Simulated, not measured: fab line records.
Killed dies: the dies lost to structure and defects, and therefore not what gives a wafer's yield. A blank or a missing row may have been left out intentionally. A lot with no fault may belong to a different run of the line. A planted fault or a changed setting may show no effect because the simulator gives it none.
fab line records	flow n5-finfet	part 1 of 2: steps 1 to 25 of 31
record: lots: 5	wafers: 15	last-day: 16
route steps=1938 shown SD_ACTIVATION@334 ILD0@335 SDB@347
lots with no fault: from the same line, run without faults
start-h: start of the lot's first displayed wafer, in hours after the record's first day	wait-h: time in hours since the lot's previous step	" identical to the entry in the row above	L1.1+2: one row covering several wafers at once	- either no value or no given start	* or withheld: withheld	< > ~ a bound
route shown NAME@n: names a module that has steps shown in the file, with the first one's number in the route	usual: mean/standard deviation taken from wafers without a fault	same: alike in all rows	chamber/n: place in a boat	sites: the reading at each site	_std_site: standard deviation across them	_edge_site: the outer-site mean with the inner-site mean subtracted	radius-mm: how far each site lies from the wafer's centre	mask NAME#n: copy n	behind: tool/chamber where the wafer was last shaped	hold: reason for holding the lot/hours on hold/outcome of the hold	device: the transistor (n, p or np) that didn't switch	end of line: the same wafers' tests at the end of the route	a step with no rows: only its recipe	killed: dies lost to structure and defects at the first sort, not the wafer's yield	map: dies across one wafer; x = killed, . = not, _ = none there
set.NAME: the run value of the setting; set.NAME@STEP: its run value at that earlier step	model.NAME: the simulator's own value behind a step, which no gauge read
a table for each step, a row for each wafer; lots at some steps of the route
services: the hour from which a tool's chamber was out of use, counted from the record's first day as start-h (under 0 if before that day), plus the number of hours and why
== steps ==
step: N5_SD_ACTIVATION_INSPECT_02
recipe: inspect-instrument: darkfield	mode: post-anneal
usual: raw-defect-count: 175/36
lot.wafer	tool	chamber	start-h	wait-h	raw-defect-count
L078.1	defect-inspect-01	-	80.48	0.2	120
L078.5	"	-	"	"	155
L078.6	"	-	"	"	149
L081.1	defect-inspect-02	-	101.40	0.2	152
L081.2	"	-	"	"	202
L081.5	"	-	"	"	165
L085.1	defect-inspect-01	-	126.28	0.2	151
L085.5	"	-	"	"	194
L085.6	"	-	"	"	117
L091.1	defect-inspect-02	-	162.91	0.2	213
L091.4	"	-	"	"	138
L091.6	"	-	"	"	138
L092.1	defect-inspect-02	-	165.09	0.2	144
L092.3	"	-	"	"	197
L092.5	"	-	"	"	180
step: N5_ILD0_LINER_00
recipe: material: SiNx	target-thk-a: 40	temp-c: 400	ald-precursor-family: SiH2I2	ald-co-reactant: N2/H2-plasma	pulse-time-s: 1	purge-time-s: 2	co-reactant-purge-time-s: 2	ald-cycles: 80	pressure-torr: 2
usual: heater-power-w: 878/87	precursor-pulse-height-rel: 1.000/0.021
same: pulse-time-s: 1
lot.wafer	tool	chamber	start-h	wait-h	heater-power-w	precursor-pulse-height-rel
L078.1	ald-sin-03	3	80.51	0.0	891	0.965
L078.5	"	1	"	"	1052	1.039
L078.6	"	0	"	"	780	0.976
L081.1	ald-sin-03	2	101.90	0.5	845	1.004
L081.2	"	1	"	"	1023	1.032
L081.5	"	3	"	"	900	0.974
L085.1	ald-sin-02	1	126.32	0.0	772	0.978
L085.5	"	1	"	"	774	1.001
L085.6	"	2	"	"	845	1.009
L091.1	ald-sin-02	3	163.02	0.1	996	1.006
L091.4	"	1	"	"	777	0.987
L091.6	"	2	"	"	855	0.997
L092.1	ald-sin-02	3	165.12	0.0	1017	1.048
L092.3	"	2	"	"	841	0.990
L092.5	"	1	"	"	784	0.964
step: N5_ILD0_FCVD_FILL_01
recipe: material: SiO2_flowable	target-thk-a: 2000	temp-c: 100	pressure-torr: 0.8	rf-w: 2000	time-s: 328.3
lot.wafer	tool	chamber	start-h	wait-h
L078.1+5+6	fcvd-02	0,0,1	80.93	0.2
L081.1+2+5	fcvd-01	0,1,1	102.32	0.2
L085.1+5+6	fcvd-02	1,1,0	126.74	0.2
L091.1+4+6	fcvd-02	0,0,1	163.44	0.2
L092.1+3+5	fcvd-01	1	165.54	0.2
step: N5_ILD0_CURE_02
recipe: temp-c: 450	time-s: 1800	ambient: steam	idle-temp-c: 400	ramp-up-c-per-min: 5	ramp-down-c-per-min: 3	densification-p-h2o-torr: 640
usual: spike-tc-upper-C: 449.8/1.5
lot.wafer	tool	chamber	start-h	wait-h	spike-tc-upper-C
L078.1	furnace-03	0	81.34	0.3	450.5
L078.5	"	0	"	"	450.5
L078.6	"	0	"	"	451.5
L081.1	furnace-03	0	102.71	0.3	450.7
L081.2	"	0	"	"	450.2
L081.5	"	0	"	"	449.3
L085.1	furnace-02	0	127.13	0.3	447.9
L085.5	"	0	"	"	449.9
L085.6	"	0	"	"	446.9
L091.1	furnace-03	0	163.83	0.3	448.1
L091.4	"	0	"	"	451.4
L091.6	"	0	"	"	450.5
L092.1	furnace-02	0	165.93	0.3	448.1
L092.3	"	0	"	"	449.4
L092.5	"	0	"	"	451.1
step: N5_ILD0_CMP_03
recipe: stop-on: SiNx	t-overpolish-s: 1.9	post-cmp-clean: alkaline-brush	down-force-psi: 4.1491	platen-rpm: 51.796	pad-velocity-m-s: 1.0306	target-thk-nm: 197.38
usual: motor-current-A: 12.0/1.5	overpolish-run-s: 1.899/0.0091	time-to-endpoint-s: 70/3.3
lot.wafer	tool	chamber	start-h	wait-h	motor-current-A	overpolish-run-s	time-to-endpoint-s
L078.1	cmp-01	3	82.95	0.1	13.4	1.901	72
L078.5	"	2	"	"	11.7	1.898	69
L078.6	"	3	"	"	13.5	1.882	71
L081.2	cmp-04	3	104.27	0.0	11.5	1.885	67
L081.1	"	1	"	"	10.7	1.915	69
L081.5	"	0	"	"	11.2	1.900	72
L085.1	cmp-01	0	128.81	0.1	10.2	1.896	73
L085.5	"	0	"	"	10.6	1.917	73
L085.6	"	1	"	"	9.8	1.902	73
L091.1	cmp-03	3	165.39	0.0	12.4	1.891	67
L091.4	"	2	"	"	11.8	1.909	64
L091.6	"	0	"	"	13.9	1.891	67
L092.1	cmp-03	2	167.49	0.0	12.2	1.912	64
L092.3	"	0	"	"	12.8	1.896	69
L092.5	"	3	"	"	12.7	1.894	66
step: N5_ILD0_THK_MEAS_04
usual: thk-nm: 197.5/1.1
lot.wafer	tool	chamber	start-h	wait-h	thk-nm
L078.1	film-metro-02	-	83.20	-	198.5
L078.5	"	-	"	"	197.5
L078.6	"	-	"	"	198.9
L081.1	film-metro-02	-	104.56	-	197.5
L081.2	"	-	"	"	198.2
L081.5	"	-	"	"	197.0
L085.1	film-metro-01	-	129.10	-	198.0
L085.5	"	-	"	"	196.6
L085.6	"	-	"	"	195.9
L091.1	film-metro-01	-	165.68	-	197.4
L091.4	"	-	"	"	196.0
L091.6	"	-	"	"	197.2
L092.1	film-metro-01	-	167.78	-	198.3
L092.3	"	-	"	"	197.2
L092.5	"	-	"	"	198.3
step: N5_ILD0_CMP_07
recipe: stop-on: poly-Si	material: SiO2_flowable	t-overpolish-s: 1.18	post-cmp-clean: alkaline-brush	down-force-psi: 4.1491	platen-rpm: 51.796	pad-velocity-m-s: 1.0306	target-thk-nm: 138.88
usual: motor-current-A: 12.1/1.4
lot.wafer	tool	chamber	start-h	wait-h	motor-current-A
L078.1	cmp-03	2	83.34	0.1	12.3
L078.5	"	3	"	"	12.7
L078.6	"	0	"	"	12.9
L081.1	cmp-01	2	104.63	0.1	11.2
L081.2	"	3	"	"	13.1
L081.5	"	2	"	"	12.3
L085.1	cmp-01	3	129.39	0.3	13.4
L085.5	"	0	"	"	10.7
L085.6	"	1	"	"	10.2
L091.4	cmp-01	2	165.71	0.0	11.3
L091.1	"	3	"	"	13.7
L091.6	"	3	"	"	13.7
L092.3	cmp-03	3	167.81	0.0	12.6
L092.1	"	1	"	"	13.7
L092.5	"	0	"	"	13.6
step: N5_ILD0_THK_MEAS_08
usual: thk-nm: 138.6/0.95
lot.wafer	tool	chamber	start-h	wait-h	thk-nm
L078.1	film-metro-02	-	83.52	-	139.4
L078.5	"	-	"	"	138.5
L078.6	"	-	"	"	139.6
L081.1	film-metro-01	-	104.88	-	138.4
L081.2	"	-	"	"	139.8
L081.5	"	-	"	"	139.6
L085.1	film-metro-01	-	129.57	-	140.6
L085.5	"	-	"	"	139.4
L085.6	"	-	"	"	139.5
L091.1	film-metro-02	-	166.01	-	140.2
L091.4	"	-	"	"	139.6
L091.6	"	-	"	"	139.4
L092.1	film-metro-01	-	168.11	-	138.3
L092.3	"	-	"	"	139.0
L092.5	"	-	"	"	137.0
step: N5_ILD0_PRECLEAN_10
recipe: chemistry: NF3:NH3	afs-cycles: 5	time-s: 20	temp-c: 30	sublimation-temp-c: 180	sublimation-time-s: 60	pressure-torr: 3	rf-power-w: 30
usual: sublimation-temp-c: 179.99/0.17
same: sublimation-time-s: 60
lot.wafer	tool	chamber	start-h	wait-h	sublimation-temp-c
L078.1	remote-plasma-01	1	83.56	0.0	179.78
L078.5	"	1	"	"	179.98
L078.6	"	1	"	"	180.05
L081.1	remote-plasma-01	1	104.92	0.0	180.11
L081.2	"	1	"	"	179.84
L081.5	"	1	"	"	179.74
L085.1	remote-plasma-01	0	129.61	0.0	179.78
L085.5	"	0	"	"	179.94
L085.6	"	0	"	"	179.90
L091.1	remote-plasma-02	1	166.05	0.0	179.61
L091.4	"	1	"	"	179.71
L091.6	"	1	"	"	179.66
L092.1	remote-plasma-01	1	168.15	0.0	180.15
L092.3	"	1	"	"	179.99
L092.5	"	1	"	"	179.92
step: N5_ILD0_ALD_15
recipe: material: SiNx	target-thk-a: 240	temp-c: 400	ald-precursor-family: SiH2I2	ald-co-reactant: N2/H2-plasma	pulse-time-s: 1	ald-cycles: 480	purge-time-s: 2	co-reactant-purge-time-s: 2	pressure-torr: 2
usual: heater-power-w: 887/80	precursor-pulse-height-rel: 1.001/0.019
same: pulse-time-s: 1
lot.wafer	tool	chamber	start-h	wait-h	heater-power-w	precursor-pulse-height-rel
L078.1	ald-sin-02	2	84.24	0.6	852	1.029
L078.5	"	0	85.33	1.2	834	1.013
L078.6	"	3	"	"	986	0.993
L081.1	ald-sin-03	1	105.60	0.6	1043	0.965
L081.2	"	0	"	"	817	1.028
L081.5	"	3	106.69	1.2	884	1.010
L085.1	ald-sin-01	2	130.48	0.8	908	1.011
L085.5	"	3	131.56	1.4	1026	1.039
L085.6	"	0	"	"	851	1.003
L091.1	ald-sin-03	0	166.92	0.8	835	0.990
L091.4	"	2	"	"	826	1.025
L091.6	"	0	168.00	1.3	822	1.029
L092.1	ald-sin-02	1	168.83	0.6	771	1.008
L092.3	"	3	"	"	987	1.002
L092.5	"	3	169.91	1.2	1035	1.011
step: N5_ILD0_CMP_12
recipe: stop-on: poly-Si	material: SiNx	t-overpolish-s: 6	post-cmp-clean: alkaline-brush	down-force-psi: 2.5	platen-rpm: 51.8	pad-velocity-m-s: 1.0307	target-thk-nm: 17.67
usual: motor-current-A: 8.9/1.2	overpolish-run-s: 5.999/0.0089	time-to-endpoint-s: 28.3/2.2
lot.wafer	tool	chamber	start-h	wait-h	motor-current-A	overpolish-run-s	time-to-endpoint-s
L078.1	cmp-01	0	86.48	1.2	7.9	5.988	27.6
L078.6	"	3	"	"	9.7	5.995	31.4
L078.5	"	0	"	"	8.1	6.010	29.4
L081.2	cmp-03	1	107.80	1.1	10.1	6.000	23.3
L081.1	"	3	"	"	9.5	6.001	26.6
L081.5	"	2	"	"	9.3	5.990	28.0
L085.1	cmp-01	3	132.68	1.1	10.1	6.005	32.4
L085.5	"	3	"	"	10.1	6.018	31.3
L085.6	"	0	"	"	7.7	5.991	30.6
L091.1	cmp-01	0	169.12	1.1	7.5	6.008	25.9
L091.4	"	1	"	"	7.1	6.011	23.5
L091.6	"	0	"	"	7.5	6.002	28.4
L092.3	cmp-03	2	171.13	1.2	8.7	6.009	29.3
L092.1	"	3	"	"	9.7	5.992	29.3
L092.5	"	1	"	"	9.9	5.993	26.0
step: N5_ILD0_THK_MEAS_13
usual: thk-nm: 17.6/0.93
lot.wafer	tool	chamber	start-h	wait-h	thk-nm
L078.1	film-metro-02	-	86.74	-	18.7
L078.5	"	-	"	"	18.3
L078.6	"	-	"	"	19.0
L081.1	film-metro-01	-	108.10	-	18.2
L081.2	"	-	"	"	16.1
L081.5	"	-	"	"	16.8
L085.1	film-metro-02	-	132.97	-	17.8
L085.5	"	-	"	"	18.0
L085.6	"	-	"	"	17.5
L091.1	film-metro-01	-	169.41	-	17.2
L091.4	"	-	"	"	16.6
L091.6	"	-	"	"	17.9
L092.1	film-metro-01	-	171.39	-	18.2
L092.3	"	-	"	"	17.7
L092.5	"	-	"	"	17.1
step: N5_ILD0_INSPECT_06
recipe: inspect-instrument: darkfield	mode: post-cmp
usual: raw-defect-count: 36/17
lot.wafer	tool	chamber	start-h	wait-h	raw-defect-count
L078.1	defect-inspect-02	-	86.76	0.0	26
L078.5	"	-	"	"	23
L078.6	"	-	"	"	36
L081.1	defect-inspect-01	-	108.12	0.0	36
L081.2	"	-	"	"	86
L081.5	"	-	"	"	77
L085.1	defect-inspect-02	-	133.00	0.0	18
L085.5	"	-	"	"	16
L085.6	"	-	"	"	18
L091.1	defect-inspect-01	-	169.44	0.0	44
L091.4	"	-	"	"	24
L091.6	"	-	"	"	18
L092.1	defect-inspect-02	-	171.41	0.0	30
L092.3	"	-	"	"	29
L092.5	"	-	"	"	29
step: N5_SDB_HM_DEP_00
recipe: material: SiNx	target-thk-a: 400	temp-c: 400	precursor: SiH4/NH3/N2	pressure-torr: 1.5	rf-w: 300	time-s: 35.3
usual: heater-power-w: 787/120	showerhead-plenum-p-Torr: 5.15/0.091	throttle-valve-pct: 39.6/2.8
lot.wafer	tool	chamber	start-h	wait-h	heater-power-w	showerhead-plenum-p-Torr	throttle-valve-pct
L078.1	pecvd-02	0	86.80	0.0	696	5.23	42.6
L078.5	"	0	"	"	726	5.23	42.6
L078.6	"	2	"	"	590	5.02	36.8
L081.1	pecvd-02	0	108.16	0.0	809	5.23	42.9
L081.2	"	2	"	"	651	5.02	36.5
L081.5	"	2	"	"	640	5.02	36.9
L085.1	pecvd-03	1	133.04	0.0	1056	5.22	35.4
L085.5	"	1	"	"	1052	5.23	35.3
L085.6	"	2	"	"	854	5.07	41.0
L091.1	pecvd-04	1	169.47	0.0	760	5.13	41.9
L091.4	"	0	"	"	774	5.20	39.6
L091.6	"	1	"	"	762	5.13	41.5
L092.1	pecvd-02	0	171.45	0.0	702	5.23	43.1
L092.3	"	1	"	"	625	5.06	38.8
L092.5	"	1	"	"	646	5.04	38.6
step: N5_SDB_COAT_03
recipe: resist: SOC	temp-c: 250	time-s: 60	spin-rpm: 1500	resist-thk-nm: 100
usual: heater-power-total-W: 500.4/1.8
lot.wafer	tool	chamber	start-h	wait-h	heater-power-total-W
L078.1	litho-track-05	0	86.88	0.1	498.3
L078.5	"	0	"	"	497.3
L078.6	"	0	"	"	500.8
L081.1	litho-track-01	0	108.26	0.1	501.8
L081.2	"	0	"	"	500.1
L081.5	"	0	"	"	499.9
L085.1	litho-track-01	0	133.12	0.1	497.9
L085.5	"	0	"	"	503.1
L085.6	"	0	"	"	503.0
L091.1	litho-track-04	0	169.56	0.1	502.0
L091.4	"	0	"	"	502.0
L091.6	"	0	"	"	499.3
L092.1	litho-track-01	0	171.54	0.1	502.4
L092.3	"	0	"	"	502.4
L092.5	"	0	"	"	500.5
step: N5_SDB_COAT_04
recipe: resist: SiARC	temp-c: 220	time-s: 60	spin-rpm: 1500	resist-thk-nm: 18
usual: heater-power-total-W: 427.3/2.2
lot.wafer	tool	chamber	start-h	wait-h	heater-power-total-W
L078.1	litho-track-05	0	-	-	425.3
L078.5	"	0	"	"	424.8
L078.6	"	0	"	"	425.0
L081.1	litho-track-01	0	-	-	427.3
L081.2	"	0	"	"	427.1
L081.5	"	0	"	"	424.2
L085.1	litho-track-01	0	-	-	427.5
L085.5	"	0	"	"	425.4
L085.6	"	0	"	"	429.0
L091.1	litho-track-04	0	-	-	429.4
L091.4	"	0	"	"	428.2
L091.6	"	0	"	"	429.4
L092.1	litho-track-01	0	-	-	427.1
L092.3	"	0	"	"	424.8
L092.5	"	0	"	"	429.3
step: N5_SDB_COAT_05
recipe: resist: CAR-ArF	spin-rpm: 1500	resist-thk-nm: 90
lot.wafer	tool	chamber	start-h	wait-h
L078.1+5+6	litho-track-05	0	-	-
L081.1+2+5	litho-track-01	0	-	-
L085.1+5+6	litho-track-01	0	-	-
L091.1+4+6	litho-track-04	0	-	-
L092.1+3+5	litho-track-01	0	-	-
step: N5_SDB_EBR_07
recipe: solvent: PGMEA	ebr-width-mm: 1.5
lot.wafer	tool	chamber	start-h	wait-h
L078.1+5+6	litho-track-05	0	-	-
L081.1+2+5	litho-track-01	0	-	-
L085.1+5+6	litho-track-01	0	-	-
L091.1+4+6	litho-track-04	0	-	-
L092.1+3+5	litho-track-01	0	-	-
step: N5_SDB_SOFTBAKE_06
recipe: temp-c: 110	time-s: 60	resist: CAR-ArF
usual: heater-power-total-W: 175.1/1.6
lot.wafer	tool	chamber	start-h	wait-h	heater-power-total-W
L078.1	litho-track-05	0	-	-	177.3
L078.5	"	0	"	"	173.4
L078.6	"	0	"	"	175.7
L081.1	litho-track-01	0	-	-	176.3
L081.2	"	0	"	"	176.0
L081.5	"	0	"	"	174.2
L085.1	litho-track-01	0	-	-	174.2
L085.5	"	0	"	"	173.1
L085.6	"	0	"	"	175.9
L091.1	litho-track-04	0	-	-	177.3
L091.4	"	0	"	"	174.2
L091.6	"	0	"	"	176.9
L092.1	litho-track-01	0	-	-	175.4
L092.3	"	0	"	"	175.3
L092.5	"	0	"	"	173.0
step: N5_SDB_EXPOSE_08
recipe: mask-id: SDB	na: 1.35	source-shape: conventional	sigma-outer: 0.5	polarization: unpolarized	dose-mj: 49.6
usual: focus-offset-nm: 0.0/0.47	reticle-temp-C: 22.99/0.11
lot.wafer	tool	chamber	start-h	wait-h	mask	focus-offset-nm	reticle-temp-C
L078.1	arfi-scanner-03	0	87.13	-	SDB#0	0.7	22.97
L078.5	"	0	"	"	SDB#0	0.2	23.05
L078.6	"	0	"	"	SDB#0	0.5	22.98
L081.1	arfi-scanner-03	0	108.50	-	SDB#0	-0.1	22.96
L081.2	"	0	"	"	SDB#0	-0.4	22.91
L081.5	"	0	"	"	SDB#0	-0.6	23.30
L085.1	arfi-scanner-02	0	133.23	-	SDB#0	0.3	22.79
L085.5	"	0	"	"	SDB#0	1.1	22.94
L085.6	"	0	"	"	SDB#0	0.8	22.89
L091.1	arfi-scanner-03	0	169.67	-	SDB#0	-0.4	23.01
L091.4	"	0	"	"	SDB#0	0.5	23.15
L091.6	"	0	"	"	SDB#0	-0.3	22.89
L092.1	arfi-scanner-01	0	171.79	-	SDB#0	-0.3	23.12
L092.3	"	0	"	"	SDB#0	0.3	23.00
L092.5	"	0	"	"	SDB#0	-0.6	23.17
step: N5_SDB_PEB_09
recipe: peb-temp-c: withheld	peb-time-s: 60	resist: CAR-ArF
lot.wafer	tool	chamber	start-h	wait-h
L078.1+5+6	litho-track-04	0	87.18	0.1
L081.1+2+5	litho-track-01	0	108.56	0.1
L085.1+5+6	litho-track-01	0	133.29	0.1
L091.1+4+6	litho-track-04	0	169.73	0.1
L092.1+3+5	litho-track-04	0	171.85	0.1
step: N5_SDB_DEVELOP_10
recipe: develop-time-s: 30	developer: TMAH	resist: CAR-ArF	rinse-liquid: diw	dry: air-spin	dev-temp-c: 23
same: develop-time-s: 30
lot.wafer	tool	chamber	start-h	wait-h
L078.1+5+6	litho-track-04	0	-	-
L081.1+2+5	litho-track-01	0	-	-
L085.1+5+6	litho-track-01	0	-	-
L091.1+4+6	litho-track-04	0	-	-
L092.1+3+5	litho-track-04	0	-	-
step: N5_SDB_CD_MEAS_11
recipe: target-cd-nm: 50	landing-energy-ev: 500	detector: se-inlens	polarity: opening
usual: cd-nm: 50.4/1
same: landing-energy-ev: 500
lot.wafer	tool	chamber	start-h	wait-h	cd-nm
L078.1	cd-sem-02	0	87.25	-	52.1
L078.5	"	0	"	"	51.7
L078.6	"	0	"	"	51.1
L081.1	cd-sem-03	0	108.62	-	48.8
L081.2	"	0	"	"	48.6
L081.5	"	0	"	"	48.6
L085.1	cd-sem-03	0	133.36	-	50.3
L085.5	"	0	"	"	50.2
L085.6	"	0	"	"	50.0
L091.1	cd-sem-03	0	169.80	-	49.2
L091.4	"	0	"	"	49.5
L091.6	"	0	"	"	50.1
L092.1	cd-sem-03	0	171.91	-	50.7
L092.3	"	0	"	"	51.6
L092.5	"	0	"	"	50.7
step: N5_SDB_OVL_MEAS_12
recipe: points-per-wafer: 44
usual: SDB_OVL: 0.3/0.69
same: points-per-wafer: 44
lot.wafer	tool	chamber	start-h	wait-h	SDB_OVL[nm]
L078.1	overlay-02	0	87.28	0.0	0.1
L078.5	"	0	"	"	0.8
L078.6	"	0	"	"	1.0
L081.1	overlay-01	0	108.65	0.0	1.0
L081.2	"	0	"	"	0.9
L081.5	"	0	"	"	0.8
L085.1	overlay-01	0	133.39	0.0	-0.3
L085.5	"	0	"	"	0.1
L085.6	"	0	"	"	0.5
L091.1	overlay-02	0	169.83	0.0	0.4
L091.4	"	0	"	"	0.7
L091.6	"	0	"	"	-0.3
L092.1	overlay-02	0	171.94	0.0	1.2
L092.3	"	0	"	"	1.2
L092.5	"	0	"	"	1.0
step: N5_SDB_INSPECT_13
recipe: mode: adi	inspect-instrument: brightfield
usual: raw-defect-count: 76/31
lot.wafer	tool	chamber	start-h	wait-h	raw-defect-count
L078.1	defect-inspect-02	-	87.30	0.0	47
L078.5	"	-	"	"	56
L078.6	"	-	"	"	61
L081.1	defect-inspect-02	-	108.68	0.0	98
L081.2	"	-	"	"	130
L081.5	"	-	"	"	82
L085.1	defect-inspect-01	-	133.41	0.0	130
L085.5	"	-	"	"	178
L085.6	"	-	"	"	83
L091.1	defect-inspect-02	-	169.85	0.0	56
L091.4	"	-	"	"	63
L091.6	"	-	"	"	66
L092.1	defect-inspect-02	-	171.97	0.0	103
L092.3	"	-	"	"	91
L092.5	"	-	"	"	72
